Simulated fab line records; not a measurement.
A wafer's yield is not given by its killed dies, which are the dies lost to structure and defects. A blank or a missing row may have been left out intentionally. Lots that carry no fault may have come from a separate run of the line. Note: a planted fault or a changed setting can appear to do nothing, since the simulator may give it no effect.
Comparing a struck lot with a sound one | flow nand-harc | 13 out of 1302 route steps
Sound: these wafers, L324.2, L324.5, L324.6. Struck: wafers L340.3, L340.5 (left out: L340.4, a lot-mate that was not struck); the cause follows at the end.
At each step with rows: each side's tool, then ch and its chambers, then its first start. Under that, the readings that differ: sound wafers | struck wafers | difference of the means | sigmas: that difference in standard deviations of wafers without a fault.
alike: a reading whose means differ by less than 2 such deviations, as well as words and numbers matching on both sides. not compared: withheld readings; readings where some wafer has no value; bounds like >300 that might hide an equal value; numbers whose values overlap and for which the record gives no deviation.
The two part at a step that has a row with sigmas, a row that says differs or no value, or rows on one side only. Numbers that have no deviation but don't overlap get no sigmas and don't part them. Lack of a reading on every wafer of one side parts them only where that side has two or more wafers.

first, 1 step without rows for these wafers: NHARC_A_SLIT_SRD_20.
NHARC_A_SLIT_CD_MEAS_21:
  sound on cd-sem-03 at day 21 05:13; struck on cd-sem-03 at day 27 03:11
  alike: cd-nm
then, 3 steps without rows for these wafers: NHARC_A_SIN_REMOVE_WET_00 (chemistry H3PO4, time 15300 s); NHARC_A_SIN_REMOVE_PRECLEAN_01 (cleans in SC1); NHARC_A_SIN_REMOVE_SRD_02.
NHARC_A_SIN_REMOVE_INSPECT_04:
  sound on defect-inspect-02 at day 21 11:51; struck on defect-inspect-01 at day 27 09:50
  alike: raw-defect-count
NHARC_A_WL_FILL_ALD_00: deposits Al2O3, target thk 3 nm, pulse time 3 s, ald cycles 30.
  sound on ald-hk-03 ch 0,2,3, day 21 11:58; struck on ald-hk-04 ch 1,3, day 27 09:55
  alike: heater-power-w, precursor-pulse-height-rel
NHARC_A_WL_FILL_RTA_01: time 5 s.
  sound on rtp-anneal-01 ch 0, day 21 12:12; struck on rtp-anneal-02 ch 0, day 27 10:13
  reading            | sound    | struck | difference | sigmas
  lamp-power-pct (%) | 27 27 27 | 34 34  | +7         | +2
  alike: wafer_temp_C_max
NHARC_A_WL_FILL_ALD_02: deposits TiN, target thk 2 nm, pulse time 3 s, ald cycles 100.
  sound on ald-metal-04 ch 0,1,3, day 21 12:28; struck on ald-metal-03 ch 1,3, day 27 10:25
  alike: heater-power-w, precursor-pulse-height-rel
NHARC_A_WL_FILL_CVD_03: deposits W, target thk 40 nm, time 279 s.
  sound on cvd-w-01 ch 0,1, day 21 12:50; struck on cvd-w-01 ch 1, day 27 10:55
  alike: heater-power-w, throttle-valve-pct
NHARC_A_WL_FILL_ETCHBACK_04: etches the open film in NF3, target depth 60 nm, time 120 s.
  sound on rie-metal-01 ch 0,1, day 21 13:12; struck on rie-metal-03 ch 1, day 27 11:15
  reading                     | sound             | struck      | difference | sigmas
  drypump-motor-current-A (A) | 6.08 6.08 5.67    | 5.32 5.34   | -0.61      | -2
  oes-product-au (a.u.)       | 1.010 1.011 1.017 | 0.978 0.971 | -0.038     | -3
  run-length-s (s)            | 141.0 141.1 141.7 | 72.7 73.1   | -68.4      | -99 or more
  not compared: rf-hours-counter-h
NHARC_A_WL_FILL_ETCHBACK_05: etches the open film in Cl2/BCl3, target depth 22 nm, time 60 s.
  sound on rie-metal-01 ch 0,1, day 21 13:28; struck on rie-metal-03 ch 0,1, day 27 11:26
  alike: drypump-motor-current-A, oes-product-au, run-length-s
  not compared: rf-hours-counter-h
-- jump in the record: it breaks off in module A_WL_FILL and resumes in module END (first step shown: number 1302 of the route), and 4 days separate the struck wafers' starts before and after --
NHARC_END_SORT_01:
  sound on prober-01 ch 0, day 25 21:49; struck on prober-01 ch 0, day 31 11:33
  reading         | sound    | struck  | difference | sigmas
  killed-at-array | 43 49 46 | 668 668 | +622       | +37
  killed-at-other | 0 0 0    | 4 3     | +4         | +2
  killed-dies     | 44 52 51 | 677 677 | +628       | +37
  alike: killed-at-periphery, killed-open, killed-short

WHERE THEY PART
First at NHARC_A_WL_FILL_RTA_01; last, within this record, at NHARC_END_SORT_01.

WHY: what the simulator had put in
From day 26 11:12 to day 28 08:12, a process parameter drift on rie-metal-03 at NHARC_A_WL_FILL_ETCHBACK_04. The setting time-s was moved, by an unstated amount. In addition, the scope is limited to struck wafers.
